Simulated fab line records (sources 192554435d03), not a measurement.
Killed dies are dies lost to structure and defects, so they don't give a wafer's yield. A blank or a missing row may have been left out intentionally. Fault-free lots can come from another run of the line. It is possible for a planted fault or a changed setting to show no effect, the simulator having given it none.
Matching of chambers + flow n5Finfet + N5_BEOL_M10_ETCH_62 on rieDiel-04: 4 sister chambers
The step etches SOC in N2/H2, target depth 110 nm, overetch 22 nm, time 165 s. 8 wafers are shown with their chamber, then 9 later ones without.

## WAFERS WITH THEIR CHAMBER
| wafer  | chamber | showerheadPlenumPTorr (Torr) | drypumpMotorCurrentA (A) |
|--------|---------|------------------------------|--------------------------|
| L081.1 | 3       | 2.59                         | 5.1                      |
| L081.2 | 1       | 2.46                         | 5.5                      |
| L084.4 | 2       | 2.48                         | 5.2                      |
| L084.5 | 1       | 2.46                         | 5.6                      |
| L084.6 | 0       | 2.70                         | 6.1                      |
| L085.1 | 2       | 2.48                         | 5.2                      |
| L085.2 | 0       | 2.70                         | 6.1                      |
| L085.6 | 3       | 2.58                         | 5.1                      |

## WAFERS WHOSE CHAMBER IS MISSING
| wafer  | showerheadPlenumPTorr (Torr) | drypumpMotorCurrentA (A) |
|--------|------------------------------|--------------------------|
| L086.3 | 2.48                         | 5.2                      |
| L086.5 | 2.48                         | 5.2                      |
| L086.6 | 2.46                         | 5.6                      |
| L088.2 | 2.58                         | 5.1                      |
| L088.5 | 2.58                         | 5.1                      |
| L088.6 | 2.48                         | 5.1                      |
| L094.1 | 2.45                         | 5.6                      |
| L094.5 | 2.69                         | 6.1                      |
| L094.6 | 2.57                         | 5.1                      |

## CHAMBER TAKEN BY EACH
| wafer  | from the rows above | in truth |
|--------|---------------------|----------|
| L086.3 | 2                   | 2        |
| L086.5 | 2                   | 2        |
| L086.6 | 1                   | 1        |
| L088.2 | 3                   | 3        |
| L088.5 | 3                   | 3        |
| L088.6 | 2                   | 2        |
| L094.1 | 1                   | 1        |
| L094.5 | 0                   | 0        |
| L094.6 | 3                   | 3        |
Correct placement for 9 of the 9. Left unplaced by these rows: 0. Wrongly placed: 0.
How it was worked out, from the rows above alone: a wafer's distance from a chamber is the root of the sum, over the readings, of the square of ((its reading less the chamber's mean) divided by the reading's scatter). The wafer belongs to the nearest chamber; if the next one is less than 2 further off, it can't be placed. Each chamber's mean is taken over the wafers shown for it. The scatter: take each reading less its chamber's mean, square it, sum over the shown wafers, divide by the number of wafers less the number of chambers, and take the root.
